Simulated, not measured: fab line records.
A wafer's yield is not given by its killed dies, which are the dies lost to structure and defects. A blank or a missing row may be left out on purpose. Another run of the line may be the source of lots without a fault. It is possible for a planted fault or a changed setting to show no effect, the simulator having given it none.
Which tool did it? -- flow n5_finfet -- 9 lots, 26 wafers sampled, at 6 steps of a route of 1938

== WHAT THE GAUGES SHOWED, per wafer ==
N5_DUMMY_GATE_INSPECT_27: inspects for defects (brightfield). Usual: raw_defect_count 317, standard deviation 97.
lot,measured,on,raw_defect_count,flag
L318,day 3 04:49,defect_inspect-02,359 292 278,
L319,day 3 11:55,defect_inspect-02,273 209 231,
L321,day 3 23:42,defect_inspect-01,187 356 347,
L324,day 4 16:53,defect_inspect-02,172 347 436,
L333,day 7 02:49,defect_inspect-02,177 271 362,
L335,day 7 11:55,defect_inspect-02,236 311 531,
L336,day 7 16:17,defect_inspect-01,461 271 300,
L338,day 8 06:14,defect_inspect-01,320 392,
L339,day 8 13:18,defect_inspect-02,359 334 352,

N5_SD_EPI_N_CD_MEAS_09: the cd target is 120 nm. Usual: cd_nm 120.2 nm, standard deviation 0.64.
lot,measured,on,cd_nm (nm),flag
L318,day 3 05:52,cd_sem-01,119.6 119.6 119.1,
L319,day 3 12:48,cd_sem-03,120.1 119.8 120.1,
L321,day 4 00:42,cd_sem-02,109.8 109.8 110.1,OFF
L324,day 4 17:46,cd_sem-01,109.8 109.7 110.5,OFF
L333,day 7 03:50,cd_sem-02,121.5 120.6 121.1,
L335,day 7 15:11,cd_sem-01,120.4 121.5 121.1,
L336,day 7 17:17,cd_sem-02,120.8 120.0 120.0,
L338,day 8 07:06,cd_sem-03,120.5 120.6,
L339,day 8 14:23,cd_sem-01,121.5 120.9 121.2,

N5_BEOL_M4_RC_MEAS_101. Usual: DIBL_N 36.5 mV/V, standard deviation 1.8; DIBL_P 36.5 mV/V, standard deviation 2.1; IOFF_N 0.17 nA/um, standard deviation 0.031; IOFF_P 0.22 nA/um, standard deviation 0.036; ION_N 677 uA/um, standard deviation 11; ION_P 463 uA/um, standard deviation 8; SS_N 71.6 mV/dec, standard deviation 0.61; SS_P 73.3 mV/dec, standard deviation 0.63; VT_N 249 mV, standard deviation 3.1; VT_P -250 mV, standard deviation 3.3.
lot,measured,on,DIBL_N (mV/V),DIBL_P (mV/V),IOFF_N (nA/um),IOFF_P (nA/um),ION_N (uA/um),ION_P (uA/um),SS_N (mV/dec),SS_P (mV/dec),VT_N (mV),VT_P (mV),flag
L318,day 8 08:12,prober-01,37.0 34.9 37.0,37.2 34.1 35.9,0.18 0.14 0.17,0.21 0.16 0.19,689 662 683,466 451 453,71.7 70.4 71.9,73.5 72.6 73.4,244 251 248,-254 -255 -254,
L319,day 8 12:54,prober-01,34.9 37.1 34.9,36.3 39.6 36.8,0.16 0.19 0.16,0.17 0.23 0.18,684 679 673,455 464 457,71.6 71.9 71.8,73.8 74.0 72.7,249 246 249,-252 -251 -255,
L321,day 8 21:28,prober-01,37.0 38.6 36.6,36.2 39.5 36.2,0.16 0.19 0.15,0.20 0.25 0.20,671 691 676,458 474 469,71.6 71.3 70.8,73.5 74.3 73.4,247 247 249,-251 -247 -248,
L324,day 9 19:58,prober-01,36.8 33.8 35.6,35.8 32.8 34.7,0.16 0.12 0.15,0.21 0.16 0.19,675 673 670,460 459 461,71.4 71.0 71.0,73.3 72.4 72.5,248 251 249,-249 -254 -248,
L333,day 12 07:37,prober-01,36.3 35.7 38.1,36.7 34.7 38.7,0.15 0.13 0.18,0.20 0.17 0.23,667 663 690,456 460 463,71.2 70.9 71.9,72.9 72.3 73.2,251 252 249,-250 -252 -249,
L335,day 12 13:29,prober-02,38.7 35.6 38.0,39.5 35.4 37.7,0.19 0.13 0.17,0.25 0.19 0.22,680 669 669,469 461 460,71.8 71.8 72.6,73.7 73.0 73.1,247 253 249,-249 -252 -249,
L336,day 12 10:23,prober-02,37.5 36.0 36.7,38.0 36.8 37.7,0.20 0.18 0.19,0.29 0.27 0.30,688 694 692,475 482 478,72.0 71.0 71.7,73.8 73.5 73.9,246 246 248,-242 -243 -241,
L338,day 13 21:04,prober-02,33.1 36.2,32.2 36.9,0.11 0.17,0.17 0.22,649 664,458 463,70.5 72.0,72.9 72.4,253 251,-252 -249,
L339,day 14 00:46,prober-02,36.9 38.9 35.3,37.0 39.9 35.8,0.17 0.21 0.16,0.25 0.29 0.22,673 687 683,465 476 472,71.8 72.7 71.2,73.1 73.8 72.8,247 247 250,-246 -243 -248,

== TOOL THAT RAN EACH LOT (tool first, then ch and the chambers of the sampled wafers, then the start) ==
lot,N5_DUMMY_GATE_STRIP_41,N5_DUMMY_GATE_ETCH_42,N5_SD_EPI_N_PEB_07
L318,"rie_diel-01 ch 0,2,3, day 3 04:07","rie_diel-02 ch 1,2,3, day 3 04:34","litho_track-02 ch 0, day 3 05:48"
L319,"rie_diel-06 ch 0,1,2, day 3 11:06","rie_diel-06 ch 0,1,2, day 3 11:40","litho_track-02 ch 0, day 3 12:44"
L321,"rie_diel-06 ch 0,1,3, day 3 22:52","rie_diel-01 ch 0,3, day 3 23:28","litho_track-02 ch 0, day 4 00:38"
L324,"rie_diel-01 ch 0,1, day 4 16:11","rie_diel-06 ch 2,3, day 4 16:39","litho_track-02 ch 0, day 4 17:41"
L333,"rie_diel-01 ch 0,1,3, day 7 02:08","rie_diel-06 ch 1,3, day 7 02:35","litho_track-03 ch 0, day 7 03:46"
L335,"rie_diel-06 ch 1,2,3, day 7 11:14","rie_diel-01 ch 0,2, day 7 11:41","litho_track-01 ch 0, day 7 15:07"
L336,"rie_diel-06 ch 0,1,2, day 7 15:36","rie_diel-01 ch 1,2, day 7 16:03","litho_track-02 ch 0, day 7 17:14"
L338,"rie_diel-02 ch 0,3, day 8 05:32","rie_diel-02 ch 0,1, day 8 05:59","litho_track-03 ch 0, day 8 07:02"
L339,"rie_diel-02 ch 0,2,3, day 8 12:37","rie_diel-06 ch 1,2,3, day 8 13:04","litho_track-03 ch 0, day 8 14:19"
- N5_DUMMY_GATE_STRIP_41: strips in O2.
- N5_DUMMY_GATE_ETCH_42: etches SiO2 in CHF3/O2, target depth 3.5 nm, time 31 s.
- N5_SD_EPI_N_PEB_07: peb time 60 s.

== WHAT THE TOOLS THEMSELVES READ (means of the sampled wafers that have a number; where no wafer has one, the mark that the record gives instead) ==
N5_DUMMY_GATE_STRIP_41. Usual: drypump_motor_current_A 5.7 A, standard deviation 0.39; oes_product_au 0.76 a.u., standard deviation 0.084; rf_vpp_V 3.7 V, standard deviation 0.51; showerhead_plenum_p_Torr 2.10 Torr, standard deviation 0.065; throttle_valve_pct 16.69 %, standard deviation 0.24.
lot,tool,drypump_motor_current_A (A),oes_product_au (a.u.),rf_vpp_V (V),showerhead_plenum_p_Torr (Torr),throttle_valve_pct (%),flag
L318,rie_diel-01,5.6,0.82,3.6,2.15,16.60,
L319,rie_diel-06,5.5,0.72,3.3,2.12,16.76,
L321,rie_diel-06,5.6,0.79,3.8,2.11,16.60,
L324,rie_diel-01,5.7,0.87,4.1,2.11,16.76,
L333,rie_diel-01,5.9,0.85,4.1,2.14,16.69,
L335,rie_diel-06,5.4,0.78,3.6,2.13,16.66,
L336,rie_diel-06,5.5,0.69,3.9,2.11,16.82,
L338,rie_diel-02,6.2,0.67,2.8,2.02,16.98,
L339,rie_diel-02,6.0,0.69,3.5,2.07,16.93,

N5_DUMMY_GATE_ETCH_42. Usual: drypump_motor_current_A 5.7 A, standard deviation 0.41; oes_product_au 0.77 a.u., standard deviation 0.083; rf_vpp_V 42.5 V, standard deviation 0.99; showerhead_plenum_p_Torr 2.41 Torr, standard deviation 0.068; throttle_valve_pct 18.80 %, standard deviation 0.24.
lot,tool,drypump_motor_current_A (A),oes_product_au (a.u.),rf_vpp_V (V),showerhead_plenum_p_Torr (Torr),throttle_valve_pct (%),flag
L318,rie_diel-02,5.8,0.75,41.3,2.40,18.64,
L319,rie_diel-06,5.5,0.71,42.2,2.43,18.86,
L321,rie_diel-01,5.7,0.85,43.3,2.50,18.74,
L324,rie_diel-06,5.3,0.81,42.2,2.50,18.86,
L333,rie_diel-06,5.5,0.84,43.1,2.44,18.60,
L335,rie_diel-01,5.5,0.75,43.4,2.42,18.74,
L336,rie_diel-01,6.2,0.84,42.9,2.38,18.63,
L338,rie_diel-02,5.6,0.72,42.5,2.30,18.91,
L339,rie_diel-06,5.4,0.76,43.2,2.45,18.80,

N5_SD_EPI_N_PEB_07. Usual: heater_power_total_W 175.3 W, standard deviation 1.6; plate_temp_C 110.02 C, standard deviation 0.16.
lot,tool,heater_power_total_W (W),plate_temp_C (C),flag
L318,litho_track-02,174.5,109.94,
L319,litho_track-02,176.4,109.93,
L321,litho_track-02,167.7,106.36,OFF
L324,litho_track-02,166.4,106.56,OFF
L333,litho_track-03,175.9,109.87,
L335,litho_track-01,176.4,109.89,
L336,litho_track-02,175.2,109.92,
L338,litho_track-03,175.8,109.75,
L339,litho_track-03,175.2,109.84,

== THE ANSWER, worked out from the rows above alone ==
Rule: a lot counts as off when the mean over its wafers that have a number is more than 3 standard deviations away from the usual mean. Also off: a lot with no number at a reading for which 4 or more lots have one. Any other lot the step has rows for is counted as sound. Order of review: gauges by route order, followed by the tools' own readings, for which a lot's mean as printed above is used. The first step at which some lot is off is used, and at that step the reading that is off furthest; a lot without a number counts as furthest.
Off, at N5_SD_EPI_N_CD_MEAS_09 on cd_nm: L321, L324.
A tool fits if, at a process step before that reading, it ran every lot that is off, and no sound lot after the first of them. The gauges at N5_SD_EPI_N_CD_MEAS_09 aren't tried: what is off there is off at N5_SD_EPI_N_PEB_07 too, on other tools, and a gauge's error can't cause that. No candidate that was tried fits.

== WHAT WAS PUT IN BY THE SIMULATOR ==
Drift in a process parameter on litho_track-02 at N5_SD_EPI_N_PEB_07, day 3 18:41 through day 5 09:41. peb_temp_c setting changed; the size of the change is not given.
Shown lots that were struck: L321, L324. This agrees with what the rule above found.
